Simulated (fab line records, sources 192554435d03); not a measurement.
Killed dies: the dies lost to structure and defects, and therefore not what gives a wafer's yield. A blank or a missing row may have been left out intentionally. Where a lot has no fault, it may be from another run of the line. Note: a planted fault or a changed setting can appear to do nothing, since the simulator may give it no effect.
Chamber matching + flow n5_finfet + 4 sister chambers for N5_BEOL_M11_STRIP_67 on rie_diel-03
The step strips in CF4. 22 wafers are shown with their chamber, then 11 later ones without.

## WAFERS PAIRED WITH THEIR CHAMBERS
| wafer  | chamber | showerhead_plenum_p_Torr (Torr) | drypump_motor_current_A (A) | throttle_valve_pct (%) |
|--------|---------|---------------------------------|-----------------------------|------------------------|
| L074.1 | 3       | 1.79                            | 5.9                         | 13.93                  |
| L074.4 | 2       | 1.84                            | 5.6                         | 13.89                  |
| L074.5 | 3       | 1.79                            | 5.9                         | 13.91                  |
| L079.1 | 0       | 1.88                            | 5.7                         | 13.71                  |
| L079.2 | 1       | 1.78                            | 5.3                         | 13.41                  |
| L079.5 | 3       | 1.79                            | 5.9                         | 13.93                  |
| L081.2 | 0       | 1.88                            | 5.7                         | 13.72                  |
| L081.5 | 3       | 1.78                            | 5.9                         | 13.93                  |
| L081.6 | 0       | 1.88                            | 5.8                         | 13.71                  |
| L083.4 | 3       | 1.78                            | 5.9                         | 13.94                  |
| L083.5 | 0       | 1.88                            | 5.7                         | 13.71                  |
| L083.6 | 1       | 1.78                            | 5.3                         | 13.40                  |
| L085.4 | 0       | 1.88                            | 5.7                         | 13.72                  |
| L085.5 | 2       | 1.84                            | 5.6                         | 13.91                  |
| L085.6 | 1       | 1.78                            | 5.3                         | 13.42                  |
| L087.2 | 2       | 1.84                            | 5.6                         | 13.90                  |
| L087.3 | 0       | 1.88                            | 5.8                         | 13.74                  |
| L087.6 | 1       | 1.78                            | 5.4                         | 13.43                  |
| L088.1 | 1       | 1.78                            | 5.4                         | 13.42                  |
| L088.3 | 2       | 1.84                            | 5.6                         | 13.93                  |
| L088.4 | 0       | 1.88                            | 5.7                         | 13.75                  |
| L090.3 | 3       | 1.78                            | 5.9                         | 13.36                  |

SIGNATURES, as means of the wafers listed above
| reading                  | chamber 0 | chamber 1 | chamber 2 | chamber 3 | scatter within a chamber |
|--------------------------|-----------|-----------|-----------|-----------|--------------------------|
| showerhead_plenum_p_Torr | 1.8800    | 1.7800    | 1.8400    | 1.7850    | 0.00289                  |
| drypump_motor_current_A  | 5.729     | 5.340     | 5.600     | 5.900     | 0.0382                   |
| throttle_valve_pct       | 13.7229   | 13.4160   | 13.9075   | 13.8333   | 0.123                    |
Rule: distance of a wafer from a chamber = root of the sum over the readings of ((wafer's reading minus chamber's mean) / reading's scatter) squared. If the next closest chamber is less than 2 further off than the closest, the wafer can't be placed; otherwise it belongs to the closest. How the scatter is found: for the shown wafers, subtract from each reading the mean of its chamber, square and add these, divide the total by (wafers less chambers), then take the root.

## WAFERS WITHOUT THEIR CHAMBER
| wafer  | showerhead_plenum_p_Torr (Torr) | drypump_motor_current_A (A) | throttle_valve_pct (%) |
|--------|---------------------------------|-----------------------------|------------------------|
| L090.4 | 1.84                            | 5.6                         | 13.94                  |
| L090.6 | 1.78                            | 5.4                         | 13.45                  |
| L093.1 | 1.77                            | 5.3                         | 13.45                  |
| L093.2 | 1.83                            | 5.7                         | 13.95                  |
| L093.6 | 1.88                            | 5.7                         | 13.76                  |
| L094.2 | 1.78                            | 5.9                         | 13.39                  |
| L094.3 | 1.88                            | 5.7                         | 13.79                  |
| L094.6 | 1.78                            | 5.9                         | 13.38                  |
| L097.1 | 1.78                            | 5.9                         | 13.41                  |
| L097.2 | 1.83                            | 5.6                         | 13.97                  |
| L097.4 | 1.87                            | 5.7                         | 13.81                  |

## CHAMBER TAKEN BY EACH
| wafer  | from the rows above | in truth |
|--------|---------------------|----------|
| L090.4 | 2                   | 2        |
| L090.6 | 1                   | 1        |
| L093.1 | 1                   | 1        |
| L093.2 | 2                   | 2        |
| L093.6 | 0                   | 0        |
| L094.2 | 3                   | 3        |
| L094.3 | 0                   | 0        |
| L094.6 | 3                   | 3        |
| L097.1 | 3                   | 3        |
| L097.2 | 2                   | 2        |
| L097.4 | 0                   | 0        |
11 of 11 placed correctly. From these rows, 0 cannot be placed. Number placed wrongly: 0.
